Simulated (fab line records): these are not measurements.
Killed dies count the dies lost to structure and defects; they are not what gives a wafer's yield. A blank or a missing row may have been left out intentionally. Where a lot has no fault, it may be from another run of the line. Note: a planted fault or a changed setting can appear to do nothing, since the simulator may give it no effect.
Matching of chambers | flow n5Finfet | N5_BEOL_M0_TRENCH_ETCH_107 on rieDiel-02 has 4 sister chambers
The step etches SiOC in C4F6/O2, target depth 32.8 nm, time 16.4 s. 4 wafers are shown with their chamber, then 8 later ones without.

== WAFERS WITH THEIR CHAMBER ==
wafer  | chamber | drypumpMotorCurrentA (A)
L087.1 | 1       | 6.1
L087.4 | 2       | 5.7
L087.5 | 0       | 5.2
L090.2 | 3       | 5.9

== WAFERS MISSING THEIR CHAMBER ==
wafer  | drypumpMotorCurrentA (A)
L090.4 | 5.2
L090.6 | 5.7
L092.1 | 6.1
L092.2 | 5.7
L092.5 | 5.9
L097.2 | 5.9
L097.3 | 5.3
L097.5 | 5.7

== THE CHAMBER EACH PASSED THROUGH ==
wafer  | from the rows above | in truth
L090.4 | 0                   | 0
L090.6 | 2                   | 2
L092.1 | 1                   | 1
L092.2 | 2                   | 2
L092.5 | 3                   | 3
L097.2 | 3                   | 3
L097.3 | 0                   | 0
L097.5 | 2                   | 2
Correctly placed: 8 of 8. Number that these rows cannot place: 0. Placed wrongly: 0.
How it was worked out, from the rows above alone: a wafer's distance from a chamber is the root of the sum, over the readings, of the square of ((its reading less the chamber's mean) divided by the reading's scatter). The wafer belongs to the nearest chamber; if the next one is less than 2 further off, it can't be placed. A chamber's mean is the mean of its shown wafers. The scatter: root of mean squared gap, hidden wafer to nearest shown wafer, with one shown wafer a chamber.
